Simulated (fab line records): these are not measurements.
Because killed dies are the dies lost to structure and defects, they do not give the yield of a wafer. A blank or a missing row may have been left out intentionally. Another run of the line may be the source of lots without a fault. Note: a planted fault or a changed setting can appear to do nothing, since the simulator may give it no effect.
Matching of chambers	flow nand_harc	4 sister chambers for NHARC_A_STAIRCASE_ETCHBACK_422 on rie_diel-12
The step etches the open film in CH3F/O2, target depth 40 nm, time 74.286 s. 8 wafers are shown with their chamber, then 7 later ones without.

WAFERS, EACH WITH ITS CHAMBER
wafer	chamber	showerhead_plenum_p_Torr (Torr)	rf_vpp_V (V)
L077.6	1	2.53	246.5
L085.5	3	2.54	246.3
L085.6	0	2.65	245.9
L086.2	2	2.34	243.5
L086.5	3	2.54	243.7
L086.6	0	2.65	246.6
L088.1	1	2.51	245.7
L088.2	2	2.33	242.3

WAFERS WITH NO CHAMBER GIVEN
wafer	showerhead_plenum_p_Torr (Torr)	rf_vpp_V (V)
L088.5	2.33	242.6
L088.3	2.64	246.8
L088.4	2.54	246.1
L088.6	2.51	244.6
L097.1	2.32	242.4
L097.3	2.53	246.1
L097.5	2.50	244.4

WHICH CHAMBER EACH ONE RAN IN
wafer	from the rows above	in truth
L088.5	2	2
L088.3	0	0
L088.4	can't be placed: 3 or 1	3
L088.6	can't be placed: 1 or 3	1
L097.1	2	2
L097.3	can't be placed: 1 or 3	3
L097.5	1	1
Placed correctly: 4 of 7. Can't be placed from these rows: 3 (the true chamber is among the candidates in 3). 0 placed wrongly.
How it was worked out, from the rows above alone: a wafer's distance from a chamber is the root of the sum, over the readings, of the square of ((its reading less the chamber's mean) divided by the reading's scatter). The wafer belongs to the nearest chamber; if the next one is less than 2 further off, it can't be placed. Each chamber's mean is taken over the wafers shown for it. The scatter: take each reading less its chamber's mean, square it, sum over the shown wafers, divide by the number of wafers less the number of chambers, and take the root.
